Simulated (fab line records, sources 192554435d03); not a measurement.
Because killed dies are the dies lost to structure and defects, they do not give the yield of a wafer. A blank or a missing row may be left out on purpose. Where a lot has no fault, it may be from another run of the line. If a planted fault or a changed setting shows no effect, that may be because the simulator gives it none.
fab line records	flow n5Finfet
record: lots: 11	wafers: 33	lastDay: 17
route steps=1938 shown MOL_CONTACT_COAG@532 TV_OPEN@1890 PAD_METAL@1893 PASSIVATION@1936
lots with no fault: from the same line, run without faults
startH: hours from the record's first day to the start of the lot's first wafer shown	waitH: hours elapsed since this lot's preceding step	" identical to the entry in the row above	L1.1+2: one row covering several wafers at once	- no value present, or no start provided	* or withheld: withheld	< > ~ a bound
route shown NAME@n: a module of which the file shows steps, and the number in the route of the first	usual: the fault-free wafers' mean and standard deviation	same: alike in all rows	chamber/n: place in a boat	sites: readings site by site	_std_site: how widely they spread, as a standard deviation	_edge_site: outer sites' mean less inner sites'	radiusMm: for every site, how far away it sits from the centre of the wafer	mask NAME#n: copy n	behind: the most recent tool/chamber to have shaped the wafer	hold: what put the lot on hold/how long, in hours/how the hold closed	device: the n, p or np transistor that did not switch	end of line: the same wafers' tests at the end of the route	where a step has no rows: the recipe by itself	killed: not the wafer's yield, but the dies lost to structure and defects at the first sort	map: per-die view of a wafer (x killed, . not killed, _ where there is no die)
set.NAME: setting as actually run; set.NAME@STEP: the setting as run at that earlier step	model.NAME: the simulator's own value behind a step, which no gauge read
route steps across a sampled set of lots; one table per step, one row per wafer
services: a tool's chamber out of use, with start hour (startH, from the record's first day; less than 0 if before it), hours out, and reason
== steps ==
step: N5_MOL_CONTACT_COAG_ETCH_106
recipe: chemistry: N2/H2	target: SOC	targetDepthA: 800	overetchA: 160	maskMaterial: SiARC	tempC: 40	timeS: 120	ionEnergyEv: 200	pressureMtorr: 30	sourceW: 840	biasW: 150	n2FlowSccm: 200	h2FlowSccm: 200
usual: drypumpMotorCurrentA: 5.7/0.34	oesProductAu: 0.70/0.066	rfFwdPowerW: 835.6/2.6	rfVppV: 523.7/2.6	showerheadPlenumPTorr: 2.54/0.094	throttleValvePct: 17.78/0.2
lot.wafer	tool	chamber	startH	waitH	drypumpMotorCurrentA	oesProductAu	rfFwdPowerW	rfHoursCounterH	rfVppV	showerheadPlenumPTorr	throttleValvePct
L695.4	rieDiel-04	1	86.71	0.0	6.4	0.66	837.5	199	527.1	2.62	17.91
L695.5	"	2	"	"	5.7	0.80	841.2	-	522.1	2.49	17.41
L695.6	"	3	"	"	5.8	0.70	837.0	-	525.0	2.56	17.82
L696.2	rieDiel-04	1	95.08	0.0	6.4	0.66	830.6	202	527.0	2.62	17.90
L696.4	"	0	"	"	5.7	0.62	837.7	246	520.1	2.41	18.04
L696.6	"	0	"	"	5.7	0.61	839.4	-	520.4	2.41	18.03
L698.1	rieDiel-02	1	105.79	0.0	5.6	0.72	832.4	107	520.2	2.46	17.69
L698.3	"	3	"	"	5.7	0.64	836.9	210	525.9	2.64	17.85
L698.5	"	0	"	"	5.3	0.67	839.8	-	524.2	2.53	17.64
L700.1	rieDiel-04	1	118.44	0.0	6.4	0.65	839.6	209	526.3	2.61	17.92
L700.2	"	3	"	"	5.8	0.68	839.3	131	523.6	2.56	17.84
L700.6	"	3	"	"	5.8	0.68	836.5	-	523.9	2.56	17.84
L701.1	rieDiel-04	2	129.13	0.0	5.8	0.77	837.3	45	521.9	2.48	17.44
L701.3	"	3	"	"	5.8	0.69	832.9	136	524.7	2.56	17.85
L701.6	"	2	"	"	5.8	0.78	835.3	-	524.0	2.48	17.45
L702.3	rieDiel-04	1	130.41	0.0	6.4	0.65	839.5	216	525.8	2.61	17.94
L702.4	"	3	"	"	5.8	0.67	837.4	-	522.1	2.56	17.83
L702.5	"	1	"	"	6.4	0.65	837.6	-	526.0	2.61	17.91
L707.3	rieDiel-02	3	160.93	0.0	5.7	0.63	838.0	227	525.8	2.63	17.87
L707.4	"	0	"	"	5.3	0.66	834.4	179	523.7	2.52	17.67
L707.5	"	2	"	"	5.9	0.63	835.5	-	519.5	2.41	18.17
L711.2	rieDiel-04	0	182.89	0.0	5.7	0.84	835.5	18	526.3	2.72	17.70
L711.3	"	3	"	"	5.8	0.67	835.8	159	523.3	2.55	17.89
L711.4	"	0	"	"	5.7	0.83	838.8	-	529.2	2.72	17.69
L712.3	rieDiel-04	3	187.72	0.0	5.8	0.67	836.1	161	523.6	2.55	17.87
L712.5	"	0	"	"	5.7	0.83	835.0	-	528.5	2.72	17.68
L712.6	"	2	"	"	5.7	0.74	834.8	-	522.4	2.47	17.49
L713.2	rieDiel-04	2	196.02	0.0	5.7	0.74	836.1	72	521.9	2.47	17.50
L713.5	"	3	"	"	5.8	0.66	837.7	-	525.6	2.54	17.88
L713.6	"	0	"	"	5.7	0.82	839.4	-	528.2	2.72	17.70
L716.2	rieDiel-01	2	212.59	0.0	6.4	0.76	837.8	61	527.2	2.70	17.83
L716.3	"	1	"	"	5.3	0.89	836.5	0	523.5	2.50	17.62
L716.5	"	0	"	"	4.9	0.64	832.7	-	523.9	2.50	17.85
step: N5_PASSIVATION_ETCH_15
recipe: chemistry: CF4/N2	target: SiCN	targetDepthA: 750	taperDeg: 2	timeS: 81.2	ionEnergyEv: 150	maskMaterial: SiNx	pressureMtorr: 40	sourceW: 430	biasW: 70	Ar_flow_sccm: 100	cf4FlowSccm: 60	n2FlowSccm: 60
usual: drypumpMotorCurrentA: 5.7/0.45	oesProductAu: 0.76/0.059	rfFwdPowerW: 427.8/1.4	rfVppV: 382.0/2	showerheadPlenumPTorr: 2.19/0.072	throttleValvePct: 15.45/0.15
lot.wafer	tool	chamber	startH	waitH	drypumpMotorCurrentA	oesProductAu	rfFwdPowerW	rfHoursCounterH	rfVppV	showerheadPlenumPTorr	throttleValvePct
L695.4	rieDiel-03	0	-	-	5.5	0.72	427.6	197	381.8	2.18	15.36
L695.5	"	1	"	"	5.4	0.85	427.8	-	380.3	2.14	15.22
L695.6	"	2	"	"	6.1	0.73	427.9	-	380.0	2.11	15.24
L696.2	rieDiel-05	2	-	-	4.8	0.82	432.2	82	381.5	2.24	15.38
L696.4	"	0	"	"	5.5	0.69	428.5	235	380.3	2.18	15.67
L696.6	"	0	"	"	5.6	0.68	429.5	-	380.5	2.18	15.66
L700.1	rieDiel-05	0	-	-	5.6	0.69	429.0	240	383.5	2.18	15.67
L700.2	"	2	"	"	4.8	0.82	430.2	86	382.9	2.24	15.39
L700.6	"	0	"	"	5.6	0.69	428.1	-	379.9	2.18	15.70
L698.1	rieDiel-06	2	-	-	6.1	0.75	428.9	147	381.1	2.21	15.71
L698.3	"	0	"	"	5.9	0.72	425.6	201	384.5	2.28	15.42
L698.5	"	0	"	"	5.9	0.72	425.5	-	384.8	2.28	15.39
L702.3	rieDiel-03	1	-	-	5.4	0.84	428.9	85	381.2	2.14	15.26
L702.4	"	2	"	"	6.1	0.73	429.5	211	380.9	2.10	15.28
L702.5	"	3	"	"	5.1	0.76	427.7	-	383.2	2.31	15.52
L701.1	rieDiel-06	1	-	-	5.5	0.76	425.8	163	377.9	2.03	15.62
L701.3	"	2	"	"	6.0	0.73	427.6	152	382.5	2.21	15.71
L701.6	"	0	"	"	5.9	0.72	427.8	-	382.8	2.28	15.41
L707.3	rieDiel-06	2	-	-	6.0	0.73	429.4	160	381.7	2.21	15.73
L707.4	"	1	"	"	5.5	0.77	430.1	167	378.8	2.03	15.62
L707.5	"	0	"	"	5.9	0.72	427.7	-	384.5	2.27	15.43
L711.2	rieDiel-03	2	-	-	6.1	0.71	426.8	224	380.4	2.10	15.30
L711.3	"	0	"	"	5.4	0.71	426.8	227	382.4	2.17	15.42
L711.4	"	1	"	"	5.4	0.82	427.6	96	380.9	2.14	15.27
L713.2	rieDiel-06	1	-	-	5.5	0.76	427.5	177	377.5	2.03	15.64
L713.5	"	3	"	"	5.7	0.70	427.8	-	383.0	2.28	15.55
L713.6	"	0	"	"	5.9	0.71	427.3	-	383.8	2.27	15.45
L712.3	rieDiel-06	3	-	-	5.7	0.69	428.8	214	384.5	2.28	15.55
L712.5	"	3	"	"	5.7	0.69	428.9	-	383.7	2.28	15.55
L712.6	"	2	"	"	6.1	0.72	429.2	-	380.9	2.21	15.74
L716.2	rieDiel-06	3	-	-	5.7	0.68	427.5	216	383.9	2.27	15.57
L716.3	"	1	"	"	5.5	0.76	427.0	180	377.9	2.03	15.67
L716.5	"	3	"	"	5.7	0.69	429.6	-	383.2	2.27	15.56
step: N5_PASSIVATION_DEGAS_18
recipe: ambient: vacuum	tempC: 300	timeS: 60
usual: heaterPowerW: 474/49
lot.wafer	tool	chamber	startH	waitH	heaterPowerW
L695.4	pvdSputter-03	-	282.12	0.4	444
L695.5	"	-	"	"	441
L695.6	"	-	"	"	445
L696.2	pvdSputter-03	-	286.99	0.5	535
L696.4	"	-	"	"	450
L696.6	"	-	"	"	537
L700.1	pvdSputter-03	-	302.08	1.5	438
L700.2	"	-	"	"	534
L700.6	"	-	"	"	456
L698.1	pvdSputter-01	-	313.23	0.4	475
L698.3	"	-	"	"	481
L698.5	"	-	"	"	468
L702.3	pvdSputter-02	-	326.82	0.3	388
L702.4	"	-	"	"	378
L702.5	"	-	"	"	561
L701.1	pvdSputter-01	-	330.98	0.1	537
L701.3	"	-	"	"	488
L701.6	"	-	"	"	480
L707.3	pvdSputter-02	-	354.62	0.3	557
L707.4	"	-	"	"	382
L707.5	"	-	"	"	448
L711.2	pvdSputter-03	-	370.38	0.3	453
L711.3	"	-	"	"	439
L711.4	"	-	"	"	523
L713.2	pvdSputter-03	-	386.47	0.4	439
L713.5	"	-	"	"	444
L713.6	"	-	"	"	436
L712.3	pvdSputter-01	-	391.56	1.6	533
L712.5	"	-	"	"	527
L712.6	"	-	"	"	527
L716.2	pvdSputter-02	-	402.51	0.3	374
L716.3	"	-	"	"	447
L716.5	"	-	"	"	448
step: N5_PASSIVATION_PRE_CLEAN_19
recipe: gas: H2/He	timeS: *	tempC: *
usual: heaterPowerW: 475/50
lot.wafer	tool	chamber	startH	waitH	heaterPowerW
L695.4	pvdSputter-03	-	282.16	0.0	450
L695.5	"	-	"	"	444
L695.6	"	-	"	"	445
L696.2	pvdSputter-03	-	287.03	0.0	534
L696.4	"	-	"	"	440
L696.6	"	-	"	"	542
L700.1	pvdSputter-03	-	302.12	0.0	448
L700.2	"	-	"	"	529
L700.6	"	-	"	"	446
L698.1	pvdSputter-01	-	313.27	0.0	474
L698.3	"	-	"	"	482
L698.5	"	-	"	"	481
L702.3	pvdSputter-02	-	326.86	0.0	373
L702.4	"	-	"	"	372
L702.5	"	-	"	"	573
L701.1	pvdSputter-01	-	331.02	0.0	535
L701.3	"	-	"	"	472
L701.6	"	-	"	"	479
L707.3	pvdSputter-02	-	354.66	0.0	563
L707.4	"	-	"	"	381
L707.5	"	-	"	"	447
L711.2	pvdSputter-03	-	370.42	0.0	459
L711.3	"	-	"	"	439
L711.4	"	-	"	"	515
L713.2	pvdSputter-03	-	386.51	0.0	441
L713.5	"	-	"	"	424
L713.6	"	-	"	"	451
L712.3	pvdSputter-01	-	391.60	0.0	548
L712.5	"	-	"	"	530
L712.6	"	-	"	"	541
L716.2	pvdSputter-02	-	402.55	0.0	377
L716.3	"	-	"	"	466
L716.5	"	-	"	"	437
step: N5_PASSIVATION_PROBE_49
usual: defectLimitedYield: 91.1/1.4	killed_at_M0_to_M3: 32/9.3	killed_at_M4_up: 13/5.8	killedAtContacts: 12/6.3	killedAtFrontEnd: 44/12	killedAtOther: 3.6/2.7	killedDies: 104/17	killedOnRim: 14/3.9	killedOpen: 69/13	killedShort: 34/6.9	sort_bin_5_function: 5.2/0.98	sort_bin_6_memory: 3.3/0.59	sortNPass: 1075/17	sortYieldPct: 91.1/1.4
same: grossDies: 1180	killedAtBackSide: 0	sort_bin_4_leakage[%]: 0	sort_bin_8_speed[%]: 0
lot.wafer	tool	chamber	startH	waitH	defectLimitedYield[%]	killed_at_M0_to_M3	killed_at_M4_up	killedAtContacts	killedAtFrontEnd	killedAtOther	killedDies	killedOnRim	killedOpen	killedShort	sort_bin_5_function[%]	sort_bin_6_memory[%]	sortNPass	sortYieldPct[%]
L702.3	prober-01	-	332.76	0.1	92.8	37	6	5	32	5	85	16	59	24	4.3	2.8	1095	92.8
L702.4	prober-01	-	332.81	0.2	90.7	38	13	6	43	10	110	14	69	36	5.6	3.3	1070	90.7
L702.5	prober-01	-	332.86	0.2	94.0	29	2	5	22	13	71	9	47	24	3.4	2.3	1109	94.0
L701.1	prober-01	-	336.53	0.0	89.1	35	12	9	71	2	129	18	88	40	6.8	3.6	1051	89.1
L701.3	prober-01	-	336.63	0.1	89.7	40	18	9	51	4	122	27	83	33	6.1	3.6	1058	89.7
L701.6	prober-01	-	336.78	0.3	91.0	28	18	8	49	3	106	14	70	35	4.4	4.0	1074	91.0
L707.5	prober-02	-	361.00	0.2	89.9	35	22	5	56	1	119	15	78	39	5.7	4.2	1061	89.9
L711.2	prober-02	-	376.23	0.1	82.6	33	9	92	67	4	205	28	91	40	10.4	4.7	975	82.6
L711.3	prober-02	-	376.28	0.1	88.6	40	10	8	73	3	134	18	94	36	6.8	3.8	1046	88.6
L711.4	prober-02	-	376.33	0.2	85.2	30	7	80	52	6	175	34	73	30	8.6	4.7	1005	85.2
L713.2	prober-01	-	392.20	0.1	92.1	33	11	14	30	5	93	15	63	30	4.4	3.2	1087	92.1
L713.5	prober-01	-	392.35	0.2	91.7	26	15	19	32	6	98	12	69	29	5.3	3.0	1082	91.7
L713.6	prober-01	-	392.40	0.3	83.1	40	16	87	55	2	200	36	91	36	10.3	5.2	980	83.1
L712.3	prober-01	-	398.27	0.1	91.9	27	9	11	47	2	96	14	69	27	4.9	3.1	1084	91.9
L712.5	prober-01	-	398.37	0.2	84.4	38	6	94	44	2	184	33	75	39	9.7	5.0	996	84.4
L712.6	prober-01	-	398.42	0.3	91.9	24	13	14	44	1	96	13	63	32	4.7	3.0	1084	91.9
killed by level:class
L702.3 BEOL_M3:geometricParticle:open=12 STI_FIN_REVEAL:geometricParticle:open=10 BEOL_M1:geometricParticle:open=10 DUMMY_GATE:geometricParticle:open=5 BEOL_M3:geometricParticle:short=5 FIN_SAQP:geometricParticle:open=3 SPACER0:geometricParticle:short=3 MOL_CONTACT_COAG:geometricParticle:open=3
L702.4 STI_FIN_REVEAL:geometricParticle:open=10 DUMMY_GATE:geometricParticle:open=10 BEOL_M1:geometricParticle:open=6 BEOL_M2:geometricParticle:open=6 BEOL_M3:geometricParticle:open=6 MOL_CONTACT_COAG:geometricParticle:open=5 BEOL_M0:geometricParticle:open=5 MIM_TOP_ETCH:geometricParticle:short=5
L702.5 BEOL_M1:geometricParticle:open=10 BEOL_M3:geometricParticle:open=9 DUMMY_GATE:geometricParticle:open=4 GATE_CUT:geometricParticle:short=4 MIM_TOP_ETCH:geometricParticle:open=4 MOL_CONTACT_COAG:geometricParticle:open=3 BEOL_M2:geometricParticle:open=3 STARTING-WAFER:geometricParticle:short=3
L701.1 FIN_SAQP:geometricParticle:open=18 STI_FIN_REVEAL:geometricParticle:open=16 FIN_SAQP:geometricParticle:short=13 BEOL_M1:geometricParticle:open=9 BEOL_M4:geometricParticle:open=9 MOL_CONTACT_COAG:geometricParticle:open=8 BEOL_M2:geometricParticle:short=7 BEOL_M2:geometricParticle:open=5
L701.3 STI_FIN_REVEAL:geometricParticle:open=23 BEOL_M0_SAQP:geometricParticle:short=11 BEOL_M4:geometricParticle:open=10 FIN_SAQP:geometricParticle:open=8 MOL_CONTACT_COAG:geometricParticle:open=8 BEOL_M1:geometricParticle:open=8 BEOL_M0_SAQP:geometricParticle:open=7 BEOL_M2:geometricParticle:open=5
L701.6 STI_FIN_REVEAL:geometricParticle:open=13 DUMMY_GATE:geometricParticle:open=11 BEOL_M2:geometricParticle:open=7 BEOL_M5:geometricParticle:open=7 GATE_CUT:geometricParticle:short=7 BEOL_M1:geometricParticle:open=6 MOL_CONTACT_COAG:geometricParticle:short=5 BEOL_M0_SAQP:geometricParticle:short=5
L707.5 FIN_SAQP:geometricParticle:open=19 BEOL_M1:geometricParticle:short=10 FIN_SAQP:geometricParticle:short=9 STI_FIN_REVEAL:geometricParticle:open=9 BEOL_M0_SAQP:geometricParticle:open=9 BEOL_M4:geometricParticle:open=9 DUMMY_GATE:geometricParticle:open=5 BEOL_M2:geometricParticle:open=5
L711.2 MOL_CONTACT_COAG:unspecified=74 STI_FIN_REVEAL:geometricParticle:open=18 MOL_CONTACT_COAG:geometricParticle:open=15 BEOL_M0_SAQP:geometricParticle:short=10 FIN_SAQP:geometricParticle:open=9 GATE_CUT:geometricParticle:short=9 DUMMY_GATE:geometricParticle:open=9 BEOL_M0_SAQP:geometricParticle:open=9
L711.3 STI_FIN_REVEAL:geometricParticle:open=18 FIN_SAQP:geometricParticle:open=16 DUMMY_GATE:geometricParticle:open=11 FIN_SAQP:geometricParticle:short=9 BEOL_M2:geometricParticle:open=8 BEOL_M0:geometricParticle:open=8 MOL_CONTACT_COAG:geometricParticle:open=7 BEOL_M4:geometricParticle:open=7
L711.4 MOL_CONTACT_COAG:unspecified=70 STI_FIN_REVEAL:geometricParticle:open=8 MOL_CONTACT_COAG:geometricParticle:open=8 FIN_SAQP:geometricParticle:open=7 BEOL_M0_SAQP:geometricParticle:open=7 STARTING-WAFER:geometricParticle:open=7 GATE_CUT:geometricParticle:short=6 BEOL_M3:geometricParticle:open=6
L713.2 BEOL_M3:geometricParticle:open=12 MOL_CONTACT_COAG:geometricParticle:open=11 FIN_SAQP:geometricParticle:open=7 FIN_SAQP:geometricParticle:short=6 BEOL_M0_SAQP:geometricParticle:short=6 DUMMY_GATE:geometricParticle:open=5 BEOL_M0_SAQP:geometricParticle:open=4 BEOL_M2:geometricParticle:open=4
L713.5 MOL_CONTACT_COAG:geometricParticle:open=13 BEOL_M3:geometricParticle:open=8 FIN_SAQP:geometricParticle:short=6 BEOL_M4:geometricParticle:open=6 MOL_CONTACT_COAG:geometricParticle:short=6 BEOL_M2:geometricParticle:open=6 STI_FIN_REVEAL:geometricParticle:open=5 FIN_SAQP:geometricParticle:open=4
L713.6 MOL_CONTACT_COAG:unspecified=73 FIN_SAQP:geometricParticle:open=13 MOL_CONTACT_COAG:geometricParticle:open=10 BEOL_M0_SAQP:geometricParticle:short=9 BEOL_M0_SAQP:geometricParticle:open=9 BEOL_M4:geometricParticle:open=9 STI_FIN_REVEAL:geometricParticle:open=8 DUMMY_GATE:geometricParticle:open=7
L712.3 FIN_SAQP:geometricParticle:open=16 BEOL_M1:geometricParticle:open=11 MOL_CONTACT_COAG:geometricParticle:open=11 FIN_SAQP:geometricParticle:short=8 BEOL_M3:geometricParticle:open=8 STI_FIN_REVEAL:geometricParticle:open=5 BEOL_M0_SAQP:geometricParticle:open=4 STARTING-WAFER:geometricParticle:short=4
L712.5 MOL_CONTACT_COAG:unspecified=69 MOL_CONTACT_COAG:geometricParticle:open=20 BEOL_M1:geometricParticle:open=10 GATE_CUT:geometricParticle:short=8 FIN_SAQP:geometricParticle:open=7 BEOL_M0_SAQP:geometricParticle:short=7 BEOL_M3:geometricParticle:open=6 SPACER0:geometricParticle:open=6
L712.6 FIN_SAQP:geometricParticle:open=13 MOL_CONTACT_COAG:geometricParticle:open=10 FIN_SAQP:geometricParticle:short=7 GATE_CUT:geometricParticle:short=6 BEOL_M0_SAQP:geometricParticle:open=5 BEOL_M4:geometricParticle:open=5 STI_FIN_REVEAL:geometricParticle:open=4 GATE_CUT:geometricParticle:open=4
== services ==
tool	chamber	startH	hours	kind
rieDiel-06	1	68.99	2.8	repair
rieDiel-06	1	75.09	4.7	repair
rieDiel-06	1	99.01	14.3	repair
rieDiel-03	2	102.53	7.6	repair
pvdSputter-01	-	103.02	8.4	repair
rieDiel-04	1	107.92	4.6	repair
pvdSputter-01	-	119.50	1.5	repair
rieDiel-06	1	142.70	5.8	repair
rieDiel-04	2	158.20	4.0	repair
rieDiel-06	2	160.23	3.0	repair
rieDiel-04	1	175.91	66.9	repair
rieDiel-06	-	190.75	2.8	pm
rieDiel-03	2	225.59	2.0	repair
rieDiel-06	3	291.19	8.3	repair
pvdSputter-02	-	301.83	7.9	repair
rieDiel-04	1	308.27	2.9	repair
rieDiel-04	0	311.57	9.9	repair
rieDiel-06	1	332.37	8.2	repair
rieDiel-04	3	346.23	10.6	repair
rieDiel-04	-	352.25	0.6	repair
rieDiel-03	1	353.01	10.2	repair
rieDiel-03	2	354.84	6.4	repair
pvdSputter-02	-	394.40	1.9	repair
pvdSputter-01	-	397.65	1.0	repair
== key ==
firstSign: step: N5_PASSIVATION_PROBE_49	reading: killedAtContacts	direction: up	sigmas: 12	usual: 12	struck: 88
effect: step: N5_PASSIVATION_PROBE_49	reading: defectLimitedYield	direction: down	sigmas: 5.2	usual: 91.1	struck: 83.8
moreKillsBornAt: N5_MOL_CONTACT_COAG_ETCH_106@rieDiel-04: 286
metAt N5_MOL_CONTACT_COAG_ETCH_106
struckLots L711,L712,L713
struckWafers L711.2,L711.4,L712.5,L713.6
notActingAt N5_PASSIVATION_ETCH_15,N5_PASSIVATION_DEGAS_18,N5_PASSIVATION_PRE_CLEAN_19
onsetBetween 95.08 182.89
fault: kind: chamberParticleSource	tool: rieDiel-04	chamber: 0	onsetH: 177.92	steps: N5_MOL_CONTACT_COAG_ETCH_106	ratePerVisitCm2: 0.46838	endH: 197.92
